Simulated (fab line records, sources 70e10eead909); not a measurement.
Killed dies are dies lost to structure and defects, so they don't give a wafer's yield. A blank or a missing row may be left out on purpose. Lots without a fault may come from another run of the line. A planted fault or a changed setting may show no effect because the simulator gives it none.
fab line records | flow nand_harc
record lots=5 wafers=15 last_day=25
route steps=1159 shown P_CONTACT@235 P_M0@253
lots that met no fault: from a run of the same line without faults
start_h: hours from the record's first day to the start of the lot's first wafer shown | wait_h: hours since the lot's step before | " the same as in the row above | L1.1+2: a row that stands for several wafers | - no value, or no start given | * or withheld: withheld | < > ~ a bound
route shown NAME@n: a module of which the file shows steps, and the number in the route of the first | usual: mean/standard deviation of fault-free wafers | same: alike in all rows | chamber/n: place in a boat | sites: the reading at each site | _std_site: their standard deviation | _edge_site: outer sites' mean less inner sites' | radius_mm: how far each site lies from the wafer's centre | mask NAME#n: copy n | behind: the tool/chamber that last shaped the wafer | hold: why the lot was held/for how many hours/how that ended | device: the transistor (n, p or np) that didn't switch | end of line: the same wafers' tests at the end of the route | a step without rows: its recipe alone | killed: dies lost to structure and defects at the first sort, not the wafer's yield | map: a wafer's dies, x killed, . not, _ none there
set.NAME: the setting as run; set.NAME@STEP: as run at that earlier step | model.NAME: the simulator's own value behind a step, which no gauge read
lots at some steps of the route; a table a step, a row a wafer
services: from which hour (start_h, from the record's first day; less than 0 if before it) a tool's chamber was out of use, for how many hours, and why
## steps
# step NHARC_P_CONTACT_DESCUM_17
# recipe time_s=3 o2_flow_sccm=200 ar_flow_sccm=0 bias_power_w=0 chemistry=O2
# usual drypump_motor_current_A=5.9/0.43 oes_product_au=1.003/0.0091 rf_vpp_V=57.6/0.85 showerhead_plenum_p_Torr=1.87/0.049 throttle_valve_pct=11.313/0.0096
# columns lot.wafer tool chamber start_h wait_h drypump_motor_current_A oes_product_au rf_hours_counter_h rf_vpp_V showerhead_plenum_p_Torr throttle_valve_pct
L081.2 rie_diel-10 2 155.94 0.1 6.5 1.008 14 58.4 1.96 11.308
L081.1 " 1 " " 5.2 1.001 16 57.6 1.84 11.324
L081.5 " 2 " " 6.5 1.014 - 56.7 1.96 11.311
L082.4 rie_diel-07 3 156.84 0.1 6.3 1.013 - 56.7 1.87 11.311
L082.5 " 0 " " 5.8 0.999 - 56.9 1.88 11.320
L082.6 " 2 " " 6.2 1.011 - 58.3 1.86 11.308
L085.1 rie_diel-05 1 187.87 0.1 5.2 0.994 5 58.5 1.98 11.312
L085.2 " 2 " " 5.3 1.023 4 58.4 1.95 11.303
L085.3 " 3 " " 6.6 0.996 4 58.1 1.83 11.312
L095.3 rie_diel-05 1 231.25 0.1 5.2 1.007 23 58.1 1.97 11.319
L095.4 " 0 " " 6.5 1.005 19 57.9 1.83 11.316
L095.6 " 2 " " 5.3 1.019 - 57.6 1.94 11.292
L096.4 rie_diel-10 3 240.72 0.1 5.6 0.990 3 58.2 1.90 11.299
L096.6 " 3 " " 5.6 0.984 - 57.9 1.90 11.311
L096.5 " 0 " " 5.6 0.990 - 56.3 1.89 11.309
# step NHARC_P_CONTACT_ETCH_35
# recipe target_depth_a=390 over_etch_frac=0.3 time_s=65 ion_energy_ev=80 cf4_flow_sccm=150 ar_flow_sccm=0 rf_w=300 bias_w=100 chemistry=CF4
# usual drypump_motor_current_A=5.9/0.43 oes_product_au=1.003/0.0098 rf_vpp_V=150.8/0.93 showerhead_plenum_p_Torr=1.73/0.043 throttle_valve_pct=13.283/0.0096
# columns lot.wafer tool chamber start_h wait_h drypump_motor_current_A oes_product_au rf_hours_counter_h rf_vpp_V showerhead_plenum_p_Torr throttle_valve_pct
L081.1 rie_diel-10 2 156.04 0.1 6.5 0.999 14 152.5 1.81 13.302
L081.2 " 3 " " 5.6 0.990 16 152.7 1.76 13.274
L081.5 " 3 " " 5.6 0.994 - 152.1 1.76 13.292
L082.4 rie_diel-07 3 156.93 0.1 6.3 0.998 - 150.0 1.73 13.295
L082.5 " 0 " " 5.8 0.997 - 151.6 1.74 13.272
L082.6 " 2 " " 6.1 1.000 - 151.1 1.72 13.275
L085.2 rie_diel-05 0 187.95 0.1 6.5 1.008 4 149.9 1.70 13.278
L085.3 " 2 " " 5.3 1.028 4 150.2 1.80 13.286
L085.1 " 3 " " 6.6 0.990 4 150.7 1.69 13.283
L095.4 rie_diel-05 1 231.34 0.1 5.3 1.015 23 150.5 1.82 13.284
L095.3 " 2 " " 5.3 1.022 22 151.6 1.79 13.283
L095.6 " 1 " " 5.2 0.999 - 152.0 1.82 13.293
L096.4 rie_diel-10 2 240.82 0.1 6.5 1.018 5 151.4 1.80 13.293
L096.6 " 1 " " 5.2 1.002 - 151.1 1.71 13.292
L096.5 " 2 " " 6.5 1.009 - 153.0 1.80 13.273
# step NHARC_P_CONTACT_ETCH_36
# recipe target_depth_a=2600 over_etch_frac=0.25 time_s=406.25 ion_energy_ev=200 n2_flow_sccm=150 h2_flow_sccm=150 ar_flow_sccm=0 rf_w=400 bias_w=150 chemistry=N2/H2
# usual drypump_motor_current_A=5.9/0.43 oes_product_au=1.004/0.0098 rf_vpp_V=429.3/1.6 showerhead_plenum_p_Torr=1.99/0.051 throttle_valve_pct=14.172/0.0095
# columns lot.wafer tool chamber start_h wait_h drypump_motor_current_A oes_product_au rf_hours_counter_h rf_vpp_V showerhead_plenum_p_Torr throttle_valve_pct
L081.1 rie_diel-10 1 - - 5.2 0.998 17 427.0 1.96 14.185
L081.2 " 3 " " 5.6 0.990 16 430.9 2.02 14.161
L081.5 " 3 " " 5.6 0.990 - 429.5 2.02 14.169
L082.6 rie_diel-07 3 - - 6.3 1.012 - 430.8 1.99 14.171
L082.4 " 0 " " 5.8 1.006 - 429.1 2.00 14.166
L082.5 " 2 " " 6.1 1.000 - 427.4 1.98 14.166
L085.2 rie_diel-05 3 - - 6.7 1.010 4 427.3 1.95 14.154
L085.3 " 0 " " 6.5 1.019 4 429.3 1.95 14.173
L085.1 " 1 " " 5.2 1.012 5 432.0 2.11 14.173
L095.4 rie_diel-05 3 - - 6.7 0.996 20 425.8 1.94 14.170
L095.3 " 0 " " 6.5 1.011 19 429.2 1.95 14.181
L095.6 " 2 " " 5.3 1.018 - 430.9 2.07 14.180
L096.4 rie_diel-10 3 - - 5.6 0.998 3 430.0 2.02 14.173
L096.5 " 0 " " 5.7 1.014 - 430.6 2.02 14.165
L096.6 " 1 " " 5.2 0.988 - 428.0 1.96 14.179
# step NHARC_P_CONTACT_ETCH_18
# recipe target_depth_a=4810 time_s=240.5 c4f8_flow_sccm=20 o2_flow_sccm=10 ar_flow_sccm=withheld rf_w=600 bias_w=1500 chemistry=C4F8/O2/Ar
# usual oes_product_au=0.964/0.018 rf_vpp_V=975/3.5
# columns lot.wafer tool chamber start_h wait_h oes_product_au rf_hours_counter_h rf_vpp_V
L081.1 rie_diel-10 3 - - 0.934 16 979
L081.2 " 1 " " 0.959 17 973
L081.5 " 2 " " 0.969 - 981
L082.5 rie_diel-07 0 - - 0.967 - 977
L082.4 " 2 " " 0.963 - 974
L082.6 " 3 " " 0.962 - 977
L085.1 rie_diel-05 0 - - 0.973 4 973
L085.3 " 1 " " 0.958 5 983
L085.2 " 2 " " 0.997 4 981
L095.3 rie_diel-05 2 - - 0.975 24 981
L095.4 " 1 " " 0.978 25 982
L095.6 " 2 " " 0.981 - 978
L096.4 rie_diel-10 3 - - 0.955 3 976
L096.6 " 2 " " 0.993 - 982
L096.5 " 3 " " 0.949 - 978
# step NHARC_P_CONTACT_STRIP_37
# recipe c4f8_flow_sccm=withheld o2_flow_sccm=8 ar_flow_sccm=withheld bias_w=0 chemistry=C4F8/O2/Ar
# columns lot.wafer tool chamber start_h wait_h
L081.2+1+5 rie_diel-10 2,1,3 - -
L082.6+5+4 rie_diel-07 0,2,3 - -
L085.1+2+3 rie_diel-05 0,1,3 - -
L095.4+3+6 rie_diel-05 2,3,3 - -
L096.4+6+5 rie_diel-10 1,1,2 - -
# step NHARC_P_CONTACT_ETCH_31
# recipe target_depth_a=300 time_s=85.7 ion_energy_ev=120 over_etch_frac=1 ch3f_flow_sccm=50 o2_flow_sccm=30 ar_flow_sccm=200 rf_w=500 bias_w=100 chemistry=CH3F/O2
# usual drypump_motor_current_A=5.9/0.43 oes_product_au=0.986/0.012 rf_vpp_V=243.7/1.2 showerhead_plenum_p_Torr=2.40/0.062 throttle_valve_pct=20.664/0.0092
# columns lot.wafer tool chamber start_h wait_h drypump_motor_current_A oes_product_au rf_hours_counter_h rf_vpp_V showerhead_plenum_p_Torr throttle_valve_pct
L081.1 rie_diel-10 3 - - 5.6 0.972 17 244.0 2.44 20.649
L081.2 " 1 " " 5.2 0.976 17 243.5 2.37 20.655
L081.5 " 2 " " 6.5 1.002 - 244.1 2.51 20.647
L082.4 rie_diel-07 3 - - 6.3 1.000 - 242.6 2.40 20.687
L082.6 " 0 " " 5.8 0.988 - 245.1 2.41 20.654
L082.5 " 2 " " 6.1 0.989 - 243.2 2.39 20.657
L085.3 rie_diel-05 3 - - 6.6 0.975 5 241.6 2.35 20.670
L085.1 " 1 " " 5.2 0.984 5 244.3 2.54 20.651
L085.2 " 2 " " 5.3 1.008 4 244.7 2.50 20.663
L095.4 rie_diel-05 1 - - 5.2 0.992 25 246.1 2.53 20.663
L095.3 " 2 " " 5.3 1.022 24 245.9 2.50 20.662
L095.6 " 0 " " 6.5 1.007 - 242.7 2.36 20.668
L096.4 rie_diel-10 1 - - 5.2 0.978 4 243.1 2.37 20.657
L096.5 " 3 " " 5.6 0.976 - 244.0 2.44 20.663
L096.6 " 0 " " 5.6 0.982 - 245.0 2.43 20.665
# step NHARC_P_CONTACT_CD_MEAS_19
# usual cd_nm=89.5/1.4
# columns lot.wafer tool chamber start_h wait_h cd_nm
L081.1 cd_sem-03 - 156.95 - 90.0
L081.2 " - " " 90.4
L081.5 " - " " 87.9
L082.4 cd_sem-02 - 157.83 - 89.3
L082.5 " - " " 88.9
L082.6 " - " " 91.5
L085.1 cd_sem-01 - 188.73 - 89.0
L085.2 " - " " 89.2
L085.3 " - " " 86.1
L095.3 cd_sem-02 - 233.64 - 88.9
L095.4 " - " " 90.3
L095.6 " - " " 89.8
L096.4 cd_sem-03 - 241.60 - 90.7
L096.5 " - " " 91.9
L096.6 " - " " 89.7
# step NHARC_P_CONTACT_STRIP_28
# recipe o2_flow_sccm=500 ar_flow_sccm=0 bias_w=0 chemistry=O2
# usual drypump_motor_current_A=5.8/0.49 oes_product_au=1.001/0.0095 rf_vpp_V=57.6/0.92 showerhead_plenum_p_Torr=3.48/0.083 throttle_valve_pct=17.036/0.0088
# columns lot.wafer tool chamber start_h wait_h drypump_motor_current_A oes_product_au rf_hours_counter_h rf_vpp_V showerhead_plenum_p_Torr throttle_valve_pct
L081.2 rie_diel-10 3 157.05 0.1 5.6 0.991 17 57.0 3.50 17.028
L081.1 " 1 " " 5.2 1.001 17 57.7 3.41 17.045
L081.5 " 1 " " 5.2 0.995 - 56.4 3.41 17.026
L082.4 rie_diel-10 3 157.96 0.1 5.6 0.996 - 55.8 3.50 17.034
L082.6 " 1 " " 5.2 1.002 - 59.0 3.41 17.030
L082.5 " 2 " " 6.5 1.011 - 58.3 3.60 17.029
L085.1 rie_diel-07 3 188.82 0.1 6.3 0.997 14 57.4 3.45 17.035
L085.2 " 0 " " 5.8 1.006 14 57.6 3.46 17.046
L085.3 " 2 " " 6.1 0.998 14 58.3 3.43 17.018
L095.3 rie_diel-10 2 233.72 0.1 6.5 1.001 4 58.4 3.60 17.039
L095.4 " 0 " " 5.7 0.998 3 58.9 3.49 17.029
L095.6 " 1 " " 5.2 0.989 - 57.6 3.40 17.030
L096.4 rie_diel-07 0 241.72 0.1 5.8 0.997 0 57.9 3.46 17.053
L096.5 " 1 " " 5.8 1.010 - 57.1 3.30 17.038
L096.6 " 2 " " 6.2 0.992 - 57.1 3.42 17.041
# step NHARC_P_CONTACT_STRIP_29
# recipe time_s=1200 temp_c=72.5 chemistry=post_etch_residue_remover
# usual bath_guard_temp_C=72.5/0.52
# columns lot.wafer tool chamber start_h wait_h bath_guard_temp_C
L081.1 wet_bench-03 6 157.26 0.2 72.5
L081.5 " 7 " " 72.3
L081.2 " 2 " " 73.1
L082.6 wet_bench-07 5 158.12 0.1 72.6
L082.4 " 1 " " 72.4
L082.5 " 2 " " 72.2
L085.3 wet_bench-06 6 189.00 - 72.2
L085.2 " 0 " " 71.6
L085.1 " 2 " " 72.8
L095.4 wet_bench-07 2 233.92 - 72.2
L095.3 " 4 " " 72.1
L095.6 " 5 " " 72.7
L096.6 wet_bench-03 2 241.86 - 72.7
L096.5 " 4 " " 73.2
L096.4 " 5 " " 73.0
# step NHARC_P_CONTACT_DEGAS_38
# recipe temp_c=300 time_s=60
# usual heater_power_w=488/78
# columns lot.wafer tool chamber start_h wait_h heater_power_w
L081.2 pvd_sputter-02 - 157.70 - 431
L081.1 " - " " 361
L081.5 " - " " 360
L082.4 pvd_sputter-02 - 158.57 - 497
L082.5 " - " " 488
L082.6 " - " " 664
L085.3 pvd_sputter-03 - 189.46 - 506
L085.1 " - " " 464
L085.2 " - " " 497
L095.3 pvd_sputter-01 - 234.37 - 467
L095.4 " - " " 463
L095.6 " - " " 456
L096.4 pvd_sputter-02 - 242.31 - 659
L096.5 " - " " 442
L096.6 " - " " 659
# step NHARC_P_CONTACT_PRE_CLEAN_39
# recipe time_s=19.5 bias_v=250 gas=Ar
# columns lot.wafer tool chamber start_h wait_h
L081.2+1+5 pvd_sputter-02 - - -
L082.4+6+5 pvd_sputter-02 - - -
L085.2+1+3 pvd_sputter-03 - - -
L095.3+4+6 pvd_sputter-01 - - -
L096.4+6+5 pvd_sputter-02 - - -
# step NHARC_P_CONTACT_PVD_32
# recipe target_thk_a=50 chamber_pressure_pa=5 power_w=5000 substrate_temp_c=200 time_s=17.7 material=Ti
# usual throttle_valve_pct=29.9/1.1
# columns lot.wafer tool chamber start_h wait_h throttle_valve_pct
L081.2 pvd_sputter-02 - - - 27.9
L081.1 " - " " 30.7
L081.5 " - " " 30.2
L082.4 pvd_sputter-02 - - - 27.8
L082.5 " - " " 27.8
L082.6 " - " " 30.5
L085.1 pvd_sputter-03 - - - 28.7
L085.2 " - " " 30.1
L085.3 " - " " 30.2
L095.3 pvd_sputter-01 - - - 29.7
L095.4 " - " " 28.6
L095.6 " - " " 29.9
L096.4 pvd_sputter-02 - - - 30.0
L096.6 " - " " 31.1
L096.5 " - " " 27.8
# step NHARC_P_CONTACT_ALD_22
# recipe target_thk_a=30 pulse_time_s=1 ald_cycles=150 temp_c=450 material=TiN
# usual heater_power_w=1062/90 precursor_pulse_height_rel=1.003/0.021
# columns lot.wafer tool chamber start_h wait_h heater_power_w precursor_pulse_height_rel
L081.1 ald_metal-02 3 157.96 - 1105 1.004
L081.2 " 1 " " 1162 1.005
L081.5 " 3 " " 1129 0.980
L082.4 ald_metal-01 0 158.81 - 1059 0.946
L082.5 " 0 " " 1070 0.999
L082.6 " 1 " " 1002 0.996
L085.3 ald_metal-01 1 189.71 - 1001 1.005
L085.2 " 2 " " 1004 1.025
L085.1 " 0 " " 1056 1.018
L095.4 ald_metal-01 0 234.64 - 1079 0.981
L095.3 " 1 " " 1035 0.972
L095.6 " 2 " " 1036 1.006
L096.4 ald_metal-04 1 242.62 - 1181 1.006
L096.5 " 2 " " 1169 1.006
L096.6 " 3 " " 1067 0.988
# step NHARC_P_CONTACT_CVD_23
# recipe target_thk_a=2000 temp_c=300 pressure_torr=40 wf6_flow_sccm=40 h2_flow_sccm=1600 ar_flow_sccm=1560 time_s=557 material=W
# usual heater_power_w=461/60 throttle_valve_pct=7.76/0.23
# columns lot.wafer tool chamber start_h wait_h heater_power_w throttle_valve_pct
L081.2 cvd_w-01 0 - - 476 7.72
L081.1 " 1 " " 559 7.96
L081.5 " 1 " " 589 8.14
L082.4 cvd_w-02 0 - - 391 7.29
L082.6 " 1 " " 444 8.21
L082.5 " 0 " " 405 7.70
L085.2 cvd_w-01 0 - - 464 7.89
L085.1 " 1 " " 555 7.60
L085.3 " 0 " " 475 7.88
L095.3 cvd_w-02 0 - - 406 7.59
L095.4 " 1 " " 450 7.68
L095.6 " 1 " " 456 7.85
L096.4 cvd_w-02 1 - - 444 7.79
L096.5 " 1 " " 463 7.96
L096.6 " 0 " " 391 7.65
# step NHARC_P_CONTACT_CMP_24
# recipe t_overpolish_s=30 target_thk_nm=200
# usual motor_current_A=12.0/0.82 overpolish_run_s=30.000/0.0096 time_to_endpoint_s=40/3.2
# columns lot.wafer tool chamber start_h wait_h motor_current_A overpolish_run_s time_to_endpoint_s
L081.1 cmp-01 3 161.07 0.5 11.4 29.988 44
L081.2 " 0 " " 12.5 29.989 45
L081.5 " 3 " " 11.7 30.002 42
L082.4 cmp-03 2 161.24 0.3 12.6 30.011 36
L082.6 " 1 " " 11.5 30.002 39
L082.5 " 2 " " 13.1 30.018 36
L085.3 cmp-03 1 190.59 0.4 12.0 29.998 39
L085.1 " 3 " " 11.8 29.987 37
L085.2 " 0 " " 10.8 29.993 36
L095.3 cmp-03 1 235.49 0.4 11.4 29.993 36
L095.4 " 2 " " 13.4 30.006 36
L095.6 " 0 " " 11.1 30.010 39
L096.4 cmp-03 0 243.49 0.5 10.2 30.009 43
L096.5 " 1 " " 12.3 30.002 46
L096.6 " 2 " " 13.2 29.993 40
# step NHARC_P_CONTACT_SRD_26
# columns lot.wafer tool chamber start_h wait_h
L081.5+2+1 wet_bench-06 3,4,6 161.39 0.0
L082.5+6+4 wet_bench-07 3,5,7 161.54 0.0
L085.3+1+2 wet_bench-07 5,6,7 190.92 0.0
L095.6+3+4 wet_bench-07 3,4,7 235.77 0.0
L096.4+6+5 wet_bench-07 0,2,3 243.74 0.0
# step NHARC_P_CONTACT_INSPECT_27
# usual raw_defect_count=271/100
# columns lot.wafer tool chamber start_h wait_h raw_defect_count
L081.1 defect_inspect-02 - 161.47 0.1 283
L081.2 " - " " 182
L081.5 " - " " 254
L082.4 defect_inspect-01 - 161.62 0.1 286
L082.5 " - " " 283
L082.6 " - " " 354
L085.1 defect_inspect-02 - 190.99 0.1 166
L085.2 " - " " 213
L085.3 " - " " 202
L095.3 defect_inspect-02 - 235.85 0.1 328
L095.4 " - " " 260
L095.6 " - " " 431
L096.4 defect_inspect-01 - 243.83 0.1 131
L096.5 " - " " 251
L096.6 " - " " 190
# step NHARC_P_M0_DEP_00
# recipe target_thk_a=1500 target_thk_nm=150 temp_c=withheld pressure_torr=5 flow_sccm=200 rf_w=600 material=SiOC
# columns lot.wafer tool chamber start_h wait_h
L081.2+1+5 pecvd-03 0,1,2 161.58 0.1
L082.4+6+5 pecvd-04 0,1,2 161.82 0.2
L085.3+1+2 pecvd-04 0,1,2 191.06 0.1
L095.3+4+6 pecvd-03 1,1,2 235.91 0.1
L096.5+6+4 pecvd-04 0,1,2 244.03 0.2
# step NHARC_P_M0_DEHYDRATE_01
# recipe temp_c=150 time_s=120
# usual resist_line_temp_C=23.00/0.1
# columns lot.wafer tool chamber start_h wait_h resist_line_temp_C
L081.1 litho_track-06 0 161.94 - 22.92
L081.2 " 0 " " 22.91
L081.5 " 0 " " 22.88
L082.4 litho_track-01 0 162.09 - 22.97
L082.5 " 0 " " 22.98
L082.6 " 0 " " 22.78
L085.1 litho_track-04 0 191.47 - 22.99
L085.2 " 0 " " 23.04
L085.3 " 0 " " 22.86
L095.3 litho_track-06 0 236.32 - 22.93
L095.4 " 0 " " 22.89
L095.6 " 0 " " 22.99
L096.4 litho_track-04 0 244.31 - 22.92
L096.5 " 0 " " 22.79
L096.6 " 0 " " 22.74
# step NHARC_P_M0_HMDS_02
# recipe time_s=30
# usual resist_line_temp_C=23.01/0.1
# columns lot.wafer tool chamber start_h wait_h resist_line_temp_C
L081.1 litho_track-06 0 - - 23.10
L081.2 " 0 " " 23.12
L081.5 " 0 " " 23.03
L082.4 litho_track-01 0 - - 22.91
L082.5 " 0 " " 23.03
L082.6 " 0 " " 22.99
L085.1 litho_track-04 0 - - 22.98
L085.2 " 0 " " 23.00
L085.3 " 0 " " 22.90
L095.3 litho_track-06 0 - - 23.05
L095.4 " 0 " " 23.07
L095.6 " 0 " " 22.97
L096.4 litho_track-04 0 - - 23.03
L096.5 " 0 " " 22.83
L096.6 " 0 " " 22.84
# step NHARC_P_M0_COAT_33
# recipe temp_c=200 time_s=65
# usual resist_line_temp_C=23.01/0.1
# columns lot.wafer tool chamber start_h wait_h resist_line_temp_C
L081.1 litho_track-06 0 - - 22.92
L081.2 " 0 " " 22.98
L081.5 " 0 " " 23.10
L082.4 litho_track-01 0 - - 23.09
L082.5 " 0 " " 23.06
L082.6 " 0 " " 23.16
L085.1 litho_track-04 0 - - 23.04
L085.2 " 0 " " 23.10
L085.3 " 0 " " 22.95
L095.3 litho_track-06 0 - - 22.97
L095.4 " 0 " " 23.02
L095.6 " 0 " " 22.99
L096.4 litho_track-04 0 - - 22.92
L096.5 " 0 " " 22.91
L096.6 " 0 " " 23.01
# step NHARC_P_M0_COAT_03
# recipe spin_rpm=1500 resist_thk_nm=90
# usual resist_line_temp_C=23.00/0.11
# columns lot.wafer tool chamber start_h wait_h resist_line_temp_C
L081.1 litho_track-06 0 - - 23.02
L081.2 " 0 " " 22.95
L081.5 " 0 " " 22.86
L082.4 litho_track-01 0 - - 22.99
L082.5 " 0 " " 22.92
L082.6 " 0 " " 22.96
L085.1 litho_track-04 0 - - 22.99
L085.2 " 0 " " 23.31
L085.3 " 0 " " 22.97
L095.3 litho_track-06 0 - - 22.91
L095.4 " 0 " " 22.77
L095.6 " 0 " " 23.01
L096.4 litho_track-04 0 - - 23.00
L096.5 " 0 " " 23.02
L096.6 " 0 " " 22.90
# step NHARC_P_M0_SOFTBAKE_04
# recipe temp_c=105 time_s=55
# usual resist_line_temp_C=23.00/0.11
# columns lot.wafer tool chamber start_h wait_h resist_line_temp_C
L081.1 litho_track-06 0 - - 22.96
L081.2 " 0 " " 22.89
L081.5 " 0 " " 23.02
L082.4 litho_track-01 0 - - 22.94
L082.5 " 0 " " 22.78
L082.6 " 0 " " 22.81
L085.1 litho_track-04 0 - - 23.02
L085.2 " 0 " " 23.07
L085.3 " 0 " " 22.82
L095.3 litho_track-06 0 - - 22.99
L095.4 " 0 " " 22.97
L095.6 " 0 " " 22.94
L096.4 litho_track-04 0 - - 23.07
L096.5 " 0 " " 23.06
L096.6 " 0 " " 23.18
# step NHARC_P_M0_EBR_05
# usual resist_line_temp_C=23.03/0.11
# columns lot.wafer tool chamber start_h wait_h resist_line_temp_C
L081.1 litho_track-06 0 - - 22.99
L081.2 " 0 " " 22.99
L081.5 " 0 " " 22.97
L082.4 litho_track-01 0 - - 23.15
L082.5 " 0 " " 23.03
L082.6 " 0 " " 23.09
L085.1 litho_track-04 0 - - 22.90
L085.2 " 0 " " 23.05
L085.3 " 0 " " 23.08
L095.3 litho_track-06 0 - - 22.86
L095.4 " 0 " " 22.96
L095.6 " 0 " " 23.05
L096.4 litho_track-04 0 - - 23.27
L096.5 " 0 " " 23.13
L096.6 " 0 " " 23.12
# step NHARC_P_M0_EXPOSE_06
# recipe na=1.35 target_cd_nm=90 dose_mj=81.28 mask_id=P_M0
# columns lot.wafer tool chamber start_h wait_h mask
L081.1+2+5 arfi_scanner-03 0 162.23 - P_M0#0
L082.4+5+6 arfi_scanner-01 0 162.40 - P_M0#0
L085.1+2+3 arfi_scanner-01 0 191.76 - P_M0#0
L095.3+4+6 arfi_scanner-01 0 236.62 - P_M0#0
L096.4+5+6 arfi_scanner-01 0 244.48 - P_M0#0
# step NHARC_P_M0_PEB_07
# recipe peb_temp_c=100 peb_time_s=65
# usual resist_line_temp_C=22.97/0.11
# columns lot.wafer tool chamber start_h wait_h resist_line_temp_C
L081.1 litho_track-06 0 162.29 0.1 23.04
L081.2 " 0 " " 22.95
L081.5 " 0 " " 23.02
L082.4 litho_track-06 0 162.45 0.0 22.97
L082.5 " 0 " " 23.21
L082.6 " 0 " " 22.84
L085.1 litho_track-06 0 191.82 0.1 22.98
L085.2 " 0 " " 22.93
L085.3 " 0 " " 22.89
L095.3 litho_track-04 0 236.67 0.0 22.80
L095.4 " 0 " " 22.84
L095.6 " 0 " " 22.81
L096.4 litho_track-04 0 244.53 0.0 22.81
L096.5 " 0 " " 22.85
L096.6 " 0 " " 22.65
# step NHARC_P_M0_DEVELOP_08
# recipe develop_time_s=35 dev_temp_c=23
# usual developer_temp_C=23.01/0.12 resist_line_temp_C=22.98/0.11
# columns lot.wafer tool chamber start_h wait_h developer_temp_C resist_line_temp_C
L081.1 litho_track-06 0 - - 22.77 22.92
L081.2 " 0 " " 22.90 22.93
L081.5 " 0 " " 22.95 22.87
L082.4 litho_track-06 0 - - 23.00 22.75
L082.5 " 0 " " 23.02 22.84
L082.6 " 0 " " 23.34 22.98
L085.1 litho_track-06 0 - - 22.95 23.02
L085.2 " 0 " " 23.09 22.99
L085.3 " 0 " " 22.78 22.96
L095.3 litho_track-04 0 - - 22.92 22.87
L095.4 " 0 " " 22.81 22.76
L095.6 " 0 " " 23.03 22.82
L096.4 litho_track-04 0 - - 22.91 23.08
L096.5 " 0 " " 22.92 23.07
L096.6 " 0 " " 22.89 22.91
# step NHARC_P_M0_CD_MEAS_09
# recipe target_cd_nm=90 landing_energy_ev=500
# usual cd_nm=90.0/0.65
# columns lot.wafer tool chamber start_h wait_h cd_nm
L081.1 cd_sem-03 0 162.37 - 90.6
L081.2 " 0 " " 90.5
L081.5 " 0 " " 89.8
L082.4 cd_sem-01 0 162.53 - 89.7
L082.5 " 0 " " 89.6
L082.6 " 0 " " 89.8
L085.1 cd_sem-03 0 191.90 - 90.7
L085.2 " 0 " " 90.4
L085.3 " 0 " " 90.3
L095.3 cd_sem-03 0 236.76 - 90.1
L095.4 " 0 " " 90.1
L095.6 " 0 " " 90.8
L096.4 cd_sem-03 0 244.62 - 89.0
L096.5 " 0 " " 89.9
L096.6 " 0 " " 90.2
# step NHARC_P_M0_OVL_MEAS_10
# recipe pitch_nm=180
# usual overlay_x_nm=-0.2/0.65 overlay_y_nm=0.0/0.93
# columns lot.wafer tool chamber start_h wait_h overlay_x_nm overlay_y_nm
L081.1 overlay-02 - 162.46 - -0.7 0.7
L081.2 " - " " -0.5 1.1
L081.5 " - " " -0.4 1.0
L082.4 overlay-01 - 162.62 - -0.9 1.3
L082.5 " - " " -0.6 1.6
L082.6 " - " " -0.2 1.9
L085.1 overlay-01 - 191.99 - 0.6 -0.7
L085.2 " - " " 0.9 -1.2
L085.3 " - " " 1.1 -0.8
L095.3 overlay-02 - 236.84 - -0.1 -0.4
L095.4 " - " " -0.6 -0.1
L095.6 " - " " -0.3 -0.2
L096.4 overlay-02 - 244.70 - 0.1 0.7
L096.5 " - " " 0.7 0.4
L096.6 " - " " 0.3 0.8
# step NHARC_P_M0_INSPECT_11
# usual raw_defect_count=3.7/2
# columns lot.wafer tool chamber start_h wait_h raw_defect_count
L081.1 defect_inspect-01 - 162.50 0.0 5
L081.2 " - " " 1
L081.5 " - " " 4
L082.4 defect_inspect-02 - 162.65 0.0 5
L082.5 " - " " 2
L082.6 " - " " 3
L085.1 defect_inspect-02 - 192.02 0.0 3
L085.2 " - " " 3
L085.3 " - " " 4
L095.3 defect_inspect-01 - 236.88 0.0 4
L095.4 " - " " 2
L095.6 " - " " 6
L096.4 defect_inspect-02 - 244.74 0.0 2
L096.5 " - " " 2
L096.6 " - " " 4
# step NHARC_P_M0_DESCUM_14
# recipe time_s=3 o2_flow_sccm=200 ar_flow_sccm=0 bias_power_w=0 chemistry=O2
# usual drypump_motor_current_A=5.7/0.44 oes_product_au=1.001/0.0082 rf_vpp_V=57.9/0.9 showerhead_plenum_p_Torr=1.95/0.061 throttle_valve_pct=11.311/0.0089
# columns lot.wafer tool chamber start_h wait_h drypump_motor_current_A oes_product_au rf_hours_counter_h rf_vpp_V showerhead_plenum_p_Torr throttle_valve_pct
L081.2 rie_diel-02 1 162.58 0.1 6.4 1.007 0 57.6 1.95 11.309
L081.1 " 2 " " 5.2 1.004 0 58.0 1.94 11.296
L081.5 " 0 " " 6.0 1.003 - 58.0 2.03 11.316
L082.4 rie_diel-11 1 162.74 0.1 5.3 0.995 10 58.5 1.95 11.316
L082.6 " 2 " " 5.0 1.002 - 57.0 1.93 11.320
L082.5 " 3 " " 5.6 1.004 - 58.2 1.85 11.308
L085.1 rie_diel-02 3 192.09 0.1 5.5 1.004 2 57.0 1.97 11.332
L085.3 " 0 " " 6.0 1.013 2 57.9 2.03 11.316
L085.2 " 1 " " 6.4 1.010 2 56.7 1.95 11.316
L095.3 rie_diel-02 3 236.94 0.1 5.5 1.002 5 58.1 1.97 11.314
L095.4 " 0 " " 5.9 1.008 5 59.5 2.03 11.312
L095.6 " 3 " " 5.5 0.994 - 58.9 1.97 11.313
L096.4 rie_diel-11 1 244.80 0.1 5.3 0.988 2 57.6 1.95 11.313
L096.6 " 1 " " 5.3 1.000 - 56.3 1.95 11.314
L096.5 " 2 " " 5.0 1.015 - 57.4 1.93 11.308
## services
# columns tool chamber start_h hours kind
cmp-03 - 133.03 1.4 repair
rie_diel-05 3 137.49 9.1 repair
arfi_scanner-03 - 140.00 4.0 pm
litho_track-04 - 141.00 7.0 pm
wet_bench-03 - 146.40 8.0 pm
rie_diel-11 2 149.06 7.7 repair
rie_diel-02 - 150.70 9.0 pm
rie_diel-07 1 151.37 16.3 repair
cmp-03 - 156.08 4.0 pm
pvd_sputter-01 - 158.00 10.0 pm
rie_diel-10 3 163.48 50.2 repair
rie_diel-05 - 163.60 9.0 pm
pvd_sputter-03 - 167.14 8.3 repair
rie_diel-05 2 178.34 2.3 repair
rie_diel-10 - 189.32 9.0 pm
rie_diel-11 - 189.50 9.0 pm
pecvd-04 - 195.48 13.0 pm
arfi_scanner-01 - 196.00 4.0 pm
cvd_w-02 - 197.26 13.0 pm
rie_diel-10 1 205.37 6.8 repair
pvd_sputter-02 - 214.01 10.0 pm
cmp-03 - 221.52 0.7 repair
rie_diel-07 - 228.23 9.0 pm
cvd_w-01 - 242.64 0.4 repair
## key
fault none
